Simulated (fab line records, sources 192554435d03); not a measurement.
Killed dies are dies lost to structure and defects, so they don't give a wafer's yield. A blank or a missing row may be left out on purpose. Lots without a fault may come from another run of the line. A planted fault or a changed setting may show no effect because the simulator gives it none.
A struck lot beside a sound one | flow n5_finfet | 42 steps out of a route of 1938
Sound: wafers L902.1, L902.2, L902.5. Struck: wafers L915.1, L915.4, L915.6. The cause comes at the end.
At each step with rows: each side's tool, then ch and its chambers, then its first start. Under that, the readings that differ: sound wafers | struck wafers | difference of the means | sigmas: that difference in standard deviations of wafers without a fault.
alike: readings whose means differ by less than 2 such deviations, and words and numbers that are the same on both sides. not compared: withheld readings, readings that some wafer has no value for, bounds like >300 that may hide the same value, and numbers for which the record gives no deviation and whose values overlap.
The two part at a step that has a row with sigmas, a row that says differs or no value, or rows on one side only. Numbers that don't overlap but have no deviation are shown without sigmas and don't part them. A reading that every wafer of one side lacks parts them only if that side has two wafers or more.

first, 12 steps without rows for these wafers: N5_SD_EPI_N_STRIP_36 (strips in N2/H2); N5_SD_EPI_N_ETCHBACK_44 (etches SiNx in CH3F/O2, stops on SiO2, target depth 14.5 nm); N5_SD_EPI_N_ETCH_45 (etches SiOCN in CH3F/O2, target depth 6 nm); N5_SD_EPI_N_ETCH_16 (etches SiO2 in CHF3/O2, target depth 5 nm); N5_SD_EPI_N_STRIP_47 (strips in CHF3/O2); N5_SD_EPI_N_SD_RECESS_17 (chemistry HBr/Cl2/O2, target depth 41 nm, time 23.7 s, bt time 3 s); N5_SD_EPI_N_STRIP_38 (strips in N2/H2); N5_SD_EPI_N_WET_ETCH_43 (etches SiO2 in dHF, time 14 s, target depth 1.5 nm); N5_SD_EPI_N_STRIP_18 (strips in SPM, time 750 s); N5_SD_EPI_N_SRD_20 (time 30 s); N5_SD_EPI_N_PRECLEAN_48 (cleans in NF3:NH3, afs cycles 2, time 20 s, sublimation time 60 s); N5_SD_EPI_N_VAPOR_ETCH_50 (etches Si in HCl, time 54 s).
N5_SD_EPI_N_EPI_21: deposits Si:P, time 690 s.
  sound on epi_rpcvd-01 ch 0, day 3 03:45; struck on epi_rpcvd-01 ch 0, day 6 07:44
  reading                                   | sound             | struck            | difference | sigmas
  chamber_pressure_Torr (Torr)              | 255.0 254.8 255.9 | 201.8 202.6 203.0 | -52.8      | -91
  model.Si-P_of_SD_EPI_N_EPI_21.thk_nm (nm) | 59.6 58.8 58.2    | 53.6 53.8 54      | -5.1       |
  alike: susceptor_temp_C
N5_SD_EPI_N_EPI_MEAS_23:
  sound on film_metro-02, day 3 05:28; struck on film_metro-01, day 6 09:26
  reading     | sound          | struck         | difference | sigmas
  thk_nm (nm) | 59.9 59.3 57.3 | 51.1 52.0 53.4 | -6.7       | -7
then, 24 steps without rows for these wafers: N5_SD_EPI_N_PRECLEAN_24 (cleans in O3/DIW, time 60 s); N5_SD_EPI_N_SRD_25 (time 30 s); N5_SD_EPI_N_PRECLEAN_49 (cleans in NF3:NH3, afs cycles 1, time 20 s, sublimation time 60 s); N5_SD_EPI_N_LINER_46 (material SiNx, target thk 3 nm); N5_SD_EPI_P_COAT_34 (time 60 s, resist thk 350 nm); N5_SD_EPI_P_COAT_35 (time 60 s, resist thk 35 nm); N5_SD_EPI_P_COAT_03 (resist thk 150 nm); N5_SD_EPI_P_EBR_05; N5_SD_EPI_P_SOFTBAKE_04 (time 60 s); N5_SD_EPI_P_EXPOSE_06 (exposes mask SD P BLK, target cd 240 nm); N5_SD_EPI_P_PEB_07 (peb time 60 s); N5_SD_EPI_P_DEVELOP_08 (develop time 30 s); N5_SD_EPI_P_DESCUM_14 (chemistry O2, time 7.9 s); N5_SD_EPI_P_ETCH_36 (etches SiARC in CF4, target depth 45.5 nm, time 75.8 s); N5_SD_EPI_P_ETCH_37 (etches SOC in N2/H2, overetch 108 nm, time 486 s); N5_SD_EPI_P_STRIP_38 (strips in N2/H2); N5_SD_EPI_P_ETCHBACK_46 (etches SiNx in CH3F/O2, stops on SiO2, target depth 17.5 nm); N5_SD_EPI_P_ETCH_47 (etches SiOCN in CH3F/O2, target depth 25 nm); N5_SD_EPI_P_ETCH_16 (etches SiO2 in CHF3/O2, target depth 5 nm); N5_SD_EPI_P_STRIP_50 (strips in CHF3/O2); N5_SD_EPI_P_SD_RECESS_17 (chemistry HBr/Cl2/O2, target depth 39.1 nm, bt time 3 s); N5_SD_EPI_P_WET_ETCH_45 (etches SiO2 in dHF, time 10.7 s, target depth 2 nm, rinse time 30 s); N5_SD_EPI_P_STRIP_40 (strips in N2/H2); N5_SD_EPI_P_PRECLEAN_52 (cleans in O3/DIW, time 60 s).
N5_SD_ACTIVATION_RS_MEAS_03: measures by four-point-probe.
  sound on film_metro-02, day 3 11:30; struck on film_metro-02, day 6 15:38
  reading          | sound             | struck            | difference | sigmas
  RS_SD_N (ohm/sq) | 21.53 21.73 22.04 | 24.56 24.43 24.08 | +2.59      | +10
  alike: RS_SD_P
N5_MOL_CONTACT_COAG_ETCH_15: etches SiNx in CH3F/O2, stops on Si:P, target depth 7 nm.
  sound on rie_diel-01 ch 1,3, day 4 17:06; struck on rie_diel-04 ch 0,1,2, day 7 20:38
  reading                                   | sound        | struck       | difference | sigmas
  model.Si-P_of_SD_EPI_N_EPI_21.thk_nm (nm) | 58.8 58 57.4 | 52.8 53 53.2 | -5.1       |
  alike: chamber_pressure_mTorr, drypump_motor_current_A, oes_product_au, rf_vpp_V, showerhead_plenum_p_Torr, throttle_valve_pct
  not compared: rf_hours_counter_h
-- the record jumps here: 7 days lie between the struck wafers' starts before and after (it left off in module MOL_CONTACT_COAG and takes up again in module BEOL_M4, whose first step shown is number 1111 of the route) --
N5_BEOL_M4_RC_MEAS_101:
  sound on prober-01 ch 0, day 10 14:47; struck on prober-02 ch 0, day 14 11:07
  reading          | sound          | struck         | difference | sigmas
  REXT_N (ohm.um)  | 77.2 79.1 77.3 | 84.4 82.6 81.8 | +5.1       | +3
  RS_SD_N (ohm/sq) | 27.9 28.4 28.7 | 31.8 31.7 31.6 | +3.4       | +9
  VT_P (mV)        | -246 -243 -246 | -255 -254 -254 | -9         | -2
  alike: DIBL_N, DIBL_P, IOFF_N, IOFF_P, ION_N, ION_P, SS_N, SS_P, VT_N
-- the record jumps here: 5 days lie between the struck wafers' starts before and after (it left off in module BEOL_M4 and takes up again in module PASSIVATION, whose first step shown is number 1936 of the route) --
N5_PASSIVATION_PROBE_49:
  the record has rows for the struck wafers here (prober-02, day 19 00:02) and none for the sound ones

WHERE THEY PART
First at N5_SD_EPI_N_EPI_21; last, within this record, at N5_PASSIVATION_PROBE_49.

WHY: what the simulator had put in
Process parameter drift: epi_rpcvd-01, from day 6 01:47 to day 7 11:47, at N5_SD_EPI_N_EPI_21. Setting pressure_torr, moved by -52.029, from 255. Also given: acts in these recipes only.
